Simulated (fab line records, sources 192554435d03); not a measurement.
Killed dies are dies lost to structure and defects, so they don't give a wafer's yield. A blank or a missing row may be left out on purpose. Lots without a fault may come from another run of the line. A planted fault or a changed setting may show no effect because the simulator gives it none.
Chamber matching | flow n5_finfet | N5_BEOL_M0_SAQP_STRIP_86 on rie_diel-01: 4 sister chambers
The step strips in N2/H2. 7 wafers are shown with their chamber, then 9 later ones without.

WAFERS WITH THEIR CHAMBER
wafer  | chamber | showerhead_plenum_p_Torr (Torr) | throttle_valve_pct (%)
L076.6 | 0       | 3.56                            | 18.8
L085.4 | 3       | 3.47                            | 19.0
L088.1 | 2       | 3.22                            | 18.5
L088.4 | 3       | 3.47                            | 19.0
L089.1 | 2       | 3.22                            | 18.5
L089.4 | 1       | 3.49                            | 18.2
L089.5 | 1       | 3.48                            | 18.1

WAFERS WITHOUT THEIR CHAMBER
wafer  | showerhead_plenum_p_Torr (Torr) | throttle_valve_pct (%)
L091.2 | 3.54                            | 18.8
L091.3 | 3.48                            | 18.1
L091.6 | 3.22                            | 18.5
L092.2 | 3.48                            | 18.2
L092.3 | 3.22                            | 18.6
L092.4 | 3.46                            | 19.1
L095.1 | 3.54                            | 18.8
L095.3 | 3.46                            | 19.0
L095.4 | 3.21                            | 18.5

WHICH CHAMBER EACH WENT THROUGH
wafer  | from the rows above | in truth
L091.2 | 0                   | 0
L091.3 | 1                   | 1
L091.6 | 2                   | 2
L092.2 | 1                   | 1
L092.3 | 2                   | 2
L092.4 | 3                   | 3
L095.1 | 0                   | 0
L095.3 | 3                   | 3
L095.4 | 2                   | 2
Placed correctly: 9 of 9. Can't be placed from these rows: 0. Placed wrongly: 0.
How it was worked out, from the rows above alone: a wafer's distance from a chamber is the root of the sum, over the readings, of the square of ((its reading less the chamber's mean) divided by the reading's scatter). The wafer belongs to the nearest chamber; if the next one is less than 2 further off, it can't be placed. A chamber's mean is the mean of its shown wafers. The scatter: the root of (the sum of the squares of (reading less its chamber's mean) over the shown wafers, divided by (wafers less chambers)).
